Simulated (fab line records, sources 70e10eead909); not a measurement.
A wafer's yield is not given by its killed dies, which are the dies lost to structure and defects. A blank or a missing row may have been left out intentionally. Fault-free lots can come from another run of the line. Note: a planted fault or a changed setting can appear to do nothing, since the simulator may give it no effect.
fab line records / flow nand-harc
[record] lots = 6 wafers = 18 last-day = 24
route steps=1159 shown A_ONON_D1@428
lots untouched by any fault: they come from a run of this same line in which no faults occurred
start-h: start of the lot's first displayed wafer, in hours after the record's first day / wait-h: hours from the lot's prior step to this one / " the same as in the row above / L1.1+2: one row covering several wafers at once / - no value present, or no start provided / * or withheld: withheld / < > ~ a bound
route shown NAME@n: names a module that has steps shown in the file, with the first one's number in the route / usual: mean/standard deviation taken from wafers without a fault / same: alike in all rows / chamber/n: place in a boat / sites: each site's reading / _std_site: their standard deviation / _edge_site: the outer-site mean with the inner-site mean subtracted / radius-mm: how far each site lies from the wafer's centre / mask NAME#n: copy n / behind: the last tool/chamber to shape the wafer / hold: what put the lot on hold/how long, in hours/how the hold closed / device: the transistor (n, p or np) that didn't switch / end of line: tests run on the same wafers once the route is complete / step lacking rows: just its recipe / killed: count of dies lost to structure and defects at first sort (not the wafer's yield) / map: per-die view of a wafer (x killed, . not killed, _ where there is no die)
set.NAME: the setting the step ran with; set.NAME@STEP: the setting that earlier step ran with / model.NAME: the simulator's own value behind a step, which no gauge read
lots at some steps of the route; a table a step, a row a wafer
services: from which hour (start-h, from the record's first day; less than 0 if before it) a tool's chamber was out of use, for how many hours, and why
[[steps]]
[step NHARC_A_ONON_D1_DEP_06]
[recipe] target-thk-a = 10000 n2-flow-sccm = 2750 n2o-flow-sccm = 2000 nh3-flow-sccm = 500 sih4-flow-sccm = 210 temp-c = 400
[step NHARC_A_ONON_D1_THK_MEAS_08]
[recipe] thk-meas-gauge = ellipsometry
[usual] thk-nm = 999/10
lot.wafer=L937.1 tool=film-metro-01 chamber=- start-h=173.80 wait-h=- thk-nm=1014
lot.wafer=L937.4 tool=film-metro-01 chamber=- start-h=173.80 wait-h=- thk-nm=1013
lot.wafer=L937.6 tool=film-metro-01 chamber=- start-h=173.80 wait-h=- thk-nm=1012
lot.wafer=L940.3 tool=film-metro-02 chamber=- start-h=197.66 wait-h=- thk-nm=998
lot.wafer=L940.4 tool=film-metro-02 chamber=- start-h=197.66 wait-h=- thk-nm=996
lot.wafer=L940.6 tool=film-metro-02 chamber=- start-h=197.66 wait-h=- thk-nm=997
lot.wafer=L941.2 tool=film-metro-02 chamber=- start-h=204.30 wait-h=- thk-nm=991
lot.wafer=L941.3 tool=film-metro-02 chamber=- start-h=204.30 wait-h=- thk-nm=992
lot.wafer=L941.5 tool=film-metro-02 chamber=- start-h=204.30 wait-h=- thk-nm=993
lot.wafer=L944.1 tool=film-metro-02 chamber=- start-h=217.09 wait-h=- thk-nm=990
lot.wafer=L944.4 tool=film-metro-02 chamber=- start-h=217.09 wait-h=- thk-nm=991
lot.wafer=L944.6 tool=film-metro-02 chamber=- start-h=217.09 wait-h=- thk-nm=991
lot.wafer=L956.1 tool=film-metro-02 chamber=- start-h=280.22 wait-h=- thk-nm=1001
lot.wafer=L956.3 tool=film-metro-02 chamber=- start-h=280.22 wait-h=- thk-nm=1000
lot.wafer=L956.5 tool=film-metro-02 chamber=- start-h=280.22 wait-h=- thk-nm=999
lot.wafer=L957.2 tool=film-metro-01 chamber=- start-h=298.08 wait-h=- thk-nm=1007
lot.wafer=L957.4 tool=film-metro-01 chamber=- start-h=298.08 wait-h=- thk-nm=1006
lot.wafer=L957.6 tool=film-metro-01 chamber=- start-h=298.08 wait-h=- thk-nm=1005
[step NHARC_A_ONON_D1_DEP_09]
[recipe] target-thk-a = 10000 n2-flow-sccm = 2750 n2o-flow-sccm = 2000 nh3-flow-sccm = 500 sih4-flow-sccm = 210 temp-c = 400
[step NHARC_A_ONON_D1_THK_MEAS_11]
[recipe] thk-meas-gauge = ellipsometry
[usual] thk-nm = 1000/9.1
lot.wafer=L937.1 tool=film-metro-01 chamber=- start-h=174.36 wait-h=- thk-nm=984
lot.wafer=L937.4 tool=film-metro-01 chamber=- start-h=174.36 wait-h=- thk-nm=985
lot.wafer=L937.6 tool=film-metro-01 chamber=- start-h=174.36 wait-h=- thk-nm=985
lot.wafer=L940.3 tool=film-metro-01 chamber=- start-h=198.23 wait-h=- thk-nm=991
lot.wafer=L940.4 tool=film-metro-01 chamber=- start-h=198.23 wait-h=- thk-nm=990
lot.wafer=L940.6 tool=film-metro-01 chamber=- start-h=198.23 wait-h=- thk-nm=990
lot.wafer=L941.2 tool=film-metro-01 chamber=- start-h=204.87 wait-h=- thk-nm=992
lot.wafer=L941.3 tool=film-metro-01 chamber=- start-h=204.87 wait-h=- thk-nm=991
lot.wafer=L941.5 tool=film-metro-01 chamber=- start-h=204.87 wait-h=- thk-nm=994
lot.wafer=L944.1 tool=film-metro-01 chamber=- start-h=217.67 wait-h=- thk-nm=1001
lot.wafer=L944.4 tool=film-metro-01 chamber=- start-h=217.67 wait-h=- thk-nm=1001
lot.wafer=L944.6 tool=film-metro-01 chamber=- start-h=217.67 wait-h=- thk-nm=999
lot.wafer=L956.1 tool=film-metro-01 chamber=- start-h=280.79 wait-h=- thk-nm=995
lot.wafer=L956.3 tool=film-metro-01 chamber=- start-h=280.79 wait-h=- thk-nm=998
lot.wafer=L956.5 tool=film-metro-01 chamber=- start-h=280.79 wait-h=- thk-nm=996
lot.wafer=L957.2 tool=film-metro-01 chamber=- start-h=298.64 wait-h=- thk-nm=989
lot.wafer=L957.4 tool=film-metro-01 chamber=- start-h=298.64 wait-h=- thk-nm=989
lot.wafer=L957.6 tool=film-metro-01 chamber=- start-h=298.64 wait-h=- thk-nm=989
[step NHARC_A_ONON_D1_DEP_12]
[recipe] target-thk-a = 10000 n2-flow-sccm = 2750 n2o-flow-sccm = 2000 nh3-flow-sccm = 500 sih4-flow-sccm = 210 temp-c = 400
[step NHARC_A_ONON_D1_THK_MEAS_14]
[recipe] thk-meas-gauge = ellipsometry
[usual] thk-nm = 1000/9.7
lot.wafer=L937.1 tool=film-metro-02 chamber=- start-h=174.96 wait-h=- thk-nm=1000
lot.wafer=L937.4 tool=film-metro-02 chamber=- start-h=174.96 wait-h=- thk-nm=999
lot.wafer=L937.6 tool=film-metro-02 chamber=- start-h=174.96 wait-h=- thk-nm=998
lot.wafer=L940.3 tool=film-metro-01 chamber=- start-h=198.79 wait-h=- thk-nm=1008
lot.wafer=L940.4 tool=film-metro-01 chamber=- start-h=198.79 wait-h=- thk-nm=1010
lot.wafer=L940.6 tool=film-metro-01 chamber=- start-h=198.79 wait-h=- thk-nm=1008
lot.wafer=L941.2 tool=film-metro-01 chamber=- start-h=205.43 wait-h=- thk-nm=991
lot.wafer=L941.3 tool=film-metro-01 chamber=- start-h=205.43 wait-h=- thk-nm=993
lot.wafer=L941.5 tool=film-metro-01 chamber=- start-h=205.43 wait-h=- thk-nm=990
lot.wafer=L944.1 tool=film-metro-01 chamber=- start-h=218.24 wait-h=- thk-nm=998
lot.wafer=L944.4 tool=film-metro-01 chamber=- start-h=218.24 wait-h=- thk-nm=998
lot.wafer=L944.6 tool=film-metro-01 chamber=- start-h=218.24 wait-h=- thk-nm=996
lot.wafer=L956.1 tool=film-metro-01 chamber=- start-h=281.35 wait-h=- thk-nm=992
lot.wafer=L956.3 tool=film-metro-01 chamber=- start-h=281.35 wait-h=- thk-nm=993
lot.wafer=L956.5 tool=film-metro-01 chamber=- start-h=281.35 wait-h=- thk-nm=992
lot.wafer=L957.2 tool=film-metro-01 chamber=- start-h=299.21 wait-h=- thk-nm=1002
lot.wafer=L957.4 tool=film-metro-01 chamber=- start-h=299.21 wait-h=- thk-nm=1001
lot.wafer=L957.6 tool=film-metro-01 chamber=- start-h=299.21 wait-h=- thk-nm=1001
[step NHARC_A_ONON_D1_ANNEAL_15]
[recipe] temp-c = 750 time-s = 3600
[step NHARC_A_ONON_D1_DEP_16]
[recipe] target-thk-a = 10000 n2-flow-sccm = 2750 n2o-flow-sccm = 2000 nh3-flow-sccm = 500 sih4-flow-sccm = 210 temp-c = 400
[step NHARC_A_ONON_D1_THK_MEAS_18]
[recipe] thk-meas-gauge = ellipsometry
[usual] thk-nm = 1002/12
lot.wafer=L937.1 tool=film-metro-01 chamber=- start-h=182.80 wait-h=- thk-nm=1009
lot.wafer=L937.4 tool=film-metro-01 chamber=- start-h=182.80 wait-h=- thk-nm=1007
lot.wafer=L937.6 tool=film-metro-01 chamber=- start-h=182.80 wait-h=- thk-nm=1008
lot.wafer=L940.3 tool=film-metro-02 chamber=- start-h=208.33 wait-h=- thk-nm=987
lot.wafer=L940.4 tool=film-metro-02 chamber=- start-h=208.33 wait-h=- thk-nm=985
lot.wafer=L940.6 tool=film-metro-02 chamber=- start-h=208.33 wait-h=- thk-nm=988
lot.wafer=L941.2 tool=film-metro-01 chamber=- start-h=216.21 wait-h=- thk-nm=987
lot.wafer=L941.3 tool=film-metro-01 chamber=- start-h=216.21 wait-h=- thk-nm=987
lot.wafer=L941.5 tool=film-metro-01 chamber=- start-h=216.21 wait-h=- thk-nm=986
lot.wafer=L944.1 tool=film-metro-02 chamber=- start-h=227.31 wait-h=- thk-nm=968
lot.wafer=L944.4 tool=film-metro-02 chamber=- start-h=227.31 wait-h=- thk-nm=971
lot.wafer=L944.6 tool=film-metro-02 chamber=- start-h=227.31 wait-h=- thk-nm=970
lot.wafer=L956.1 tool=film-metro-02 chamber=- start-h=288.50 wait-h=- thk-nm=1007
lot.wafer=L956.3 tool=film-metro-02 chamber=- start-h=288.50 wait-h=- thk-nm=1007
lot.wafer=L956.5 tool=film-metro-02 chamber=- start-h=288.50 wait-h=- thk-nm=1008
lot.wafer=L957.2 tool=film-metro-02 chamber=- start-h=306.26 wait-h=- thk-nm=1003
lot.wafer=L957.4 tool=film-metro-02 chamber=- start-h=306.26 wait-h=- thk-nm=1004
lot.wafer=L957.6 tool=film-metro-02 chamber=- start-h=306.26 wait-h=- thk-nm=1001
[step NHARC_A_ONON_D1_DEP_19]
[recipe] target-thk-a = 10000 n2-flow-sccm = 2750 n2o-flow-sccm = 2000 nh3-flow-sccm = 500 sih4-flow-sccm = 210 temp-c = 400
[step NHARC_A_ONON_D1_THK_MEAS_21]
[recipe] thk-meas-gauge = ellipsometry
[usual] thk-nm = 1001/12
lot.wafer=L937.1 tool=film-metro-01 chamber=- start-h=183.37 wait-h=- thk-nm=1005
lot.wafer=L937.4 tool=film-metro-01 chamber=- start-h=183.37 wait-h=- thk-nm=1004
lot.wafer=L937.6 tool=film-metro-01 chamber=- start-h=183.37 wait-h=- thk-nm=1004
lot.wafer=L940.3 tool=film-metro-02 chamber=- start-h=208.91 wait-h=- thk-nm=999
lot.wafer=L940.4 tool=film-metro-02 chamber=- start-h=208.91 wait-h=- thk-nm=1001
lot.wafer=L940.6 tool=film-metro-02 chamber=- start-h=208.91 wait-h=- thk-nm=997
lot.wafer=L941.2 tool=film-metro-02 chamber=- start-h=216.77 wait-h=- thk-nm=988
lot.wafer=L941.3 tool=film-metro-02 chamber=- start-h=216.77 wait-h=- thk-nm=987
lot.wafer=L941.5 tool=film-metro-02 chamber=- start-h=216.77 wait-h=- thk-nm=988
lot.wafer=L944.1 tool=film-metro-02 chamber=- start-h=227.87 wait-h=- thk-nm=1013
lot.wafer=L944.4 tool=film-metro-02 chamber=- start-h=227.87 wait-h=- thk-nm=1016
lot.wafer=L944.6 tool=film-metro-02 chamber=- start-h=227.87 wait-h=- thk-nm=1016
lot.wafer=L956.1 tool=film-metro-01 chamber=- start-h=289.07 wait-h=- thk-nm=997
lot.wafer=L956.3 tool=film-metro-01 chamber=- start-h=289.07 wait-h=- thk-nm=998
lot.wafer=L956.5 tool=film-metro-01 chamber=- start-h=289.07 wait-h=- thk-nm=998
lot.wafer=L957.2 tool=film-metro-02 chamber=- start-h=306.84 wait-h=- thk-nm=1017
lot.wafer=L957.4 tool=film-metro-02 chamber=- start-h=306.84 wait-h=- thk-nm=1016
lot.wafer=L957.6 tool=film-metro-02 chamber=- start-h=306.84 wait-h=- thk-nm=1017
[step NHARC_A_ONON_D1_DEP_22]
[recipe] target-thk-a = 10000 n2-flow-sccm = 2750 n2o-flow-sccm = 2000 nh3-flow-sccm = 500 sih4-flow-sccm = 210 temp-c = 400
lot.wafer=L937.1+4+6 tool=pecvd-onon-04 chamber=0 start-h=183.42 wait-h=0.1
lot.wafer=L940.3+4+6 tool=pecvd-onon-02 chamber=0 start-h=209.08 wait-h=0.2
lot.wafer=L941.2+3+5 tool=pecvd-onon-02 chamber=0 start-h=216.89 wait-h=0.1
lot.wafer=L944.1+4+6 tool=pecvd-onon-02 chamber=0 start-h=227.92 wait-h=0.1
lot.wafer=L956.1+3+5 tool=pecvd-onon-01 chamber=0 start-h=289.12 wait-h=0.1
lot.wafer=L957.2+4+6 tool=pecvd-onon-01 chamber=0 start-h=306.95 wait-h=0.1
[step NHARC_A_ONON_D1_THK_MEAS_24]
[recipe] thk-meas-gauge = ellipsometry
[usual] thk-nm = 998/11
lot.wafer=L937.1 tool=film-metro-02 chamber=- start-h=183.94 wait-h=- thk-nm=972
lot.wafer=L937.4 tool=film-metro-02 chamber=- start-h=183.94 wait-h=- thk-nm=973
lot.wafer=L937.6 tool=film-metro-02 chamber=- start-h=183.94 wait-h=- thk-nm=973
lot.wafer=L940.3 tool=film-metro-01 chamber=- start-h=209.49 wait-h=- thk-nm=1001
lot.wafer=L940.4 tool=film-metro-01 chamber=- start-h=209.49 wait-h=- thk-nm=1001
lot.wafer=L940.6 tool=film-metro-01 chamber=- start-h=209.49 wait-h=- thk-nm=1003
lot.wafer=L941.2 tool=film-metro-02 chamber=- start-h=217.35 wait-h=- thk-nm=918
lot.wafer=L941.3 tool=film-metro-02 chamber=- start-h=217.35 wait-h=- thk-nm=976
lot.wafer=L941.5 tool=film-metro-02 chamber=- start-h=217.35 wait-h=- thk-nm=919
lot.wafer=L944.1 tool=film-metro-01 chamber=- start-h=228.44 wait-h=- thk-nm=951
lot.wafer=L944.4 tool=film-metro-01 chamber=- start-h=228.44 wait-h=- thk-nm=1009
lot.wafer=L944.6 tool=film-metro-01 chamber=- start-h=228.44 wait-h=- thk-nm=1006
lot.wafer=L956.1 tool=film-metro-02 chamber=- start-h=289.63 wait-h=- thk-nm=1005
lot.wafer=L956.3 tool=film-metro-02 chamber=- start-h=289.63 wait-h=- thk-nm=1006
lot.wafer=L956.5 tool=film-metro-02 chamber=- start-h=289.63 wait-h=- thk-nm=1007
lot.wafer=L957.2 tool=film-metro-02 chamber=- start-h=307.41 wait-h=- thk-nm=1011
lot.wafer=L957.4 tool=film-metro-02 chamber=- start-h=307.41 wait-h=- thk-nm=1013
lot.wafer=L957.6 tool=film-metro-02 chamber=- start-h=307.41 wait-h=- thk-nm=1011
[step NHARC_A_ONON_D1_DEP_25]
[recipe] target-thk-a = 10000 n2-flow-sccm = 2750 n2o-flow-sccm = 2000 nh3-flow-sccm = 500 sih4-flow-sccm = 210 temp-c = 400
[[services]]
tool=pecvd-onon-01 chamber=- start-h=195.00 hours=13.0 kind=pm
tool=pecvd-onon-04 chamber=- start-h=237.00 hours=13.0 kind=pm
tool=pecvd-onon-02 chamber=- start-h=292.27 hours=13.0 kind=pm
[[key]]
[first-sign] step = NHARC_A_ONON_D1_THK_MEAS_24 reading = thk-nm direction = down sigmas = 6.5 usual = 998 struck = 930
effect none on later readings
met-at NHARC_A_ONON_D1_DEP_22
struck-wafers L941.2,L941.5,L944.1
later-rows-left-out L941.2,L941.5,L944.1
sort-left-out L941.2,L941.5,L944.1
tester-left-out L941,L944
onset-between 209.08 216.89
[fault] kind = process-parameter-drift tool = pecvd-onon-02 chamber = - onset-h = 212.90 steps = NHARC_A_ONON_D1_DEP_22 channel = target-thk-a offset = * shape = step end-h = 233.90 scope = struck-wafers-only acts-in = * stated = *
// tester-left-out: of these lots the tester's yield and bins aren't shown, on N5 and GAA mostly nor the transistor test; their killed dies are dies lost to structure and defects alone, not to doping, threshold or leakage, so they don't give the yield
// sort-left-out: the simulated sort isn't trusted on such a fault, so these wafers' sort isn't shown, and their yield isn't known
// later-rows-left-out: the simulator's readings of these wafers behind a module that went badly wrong aren't trusted and aren't shown, but for the sort
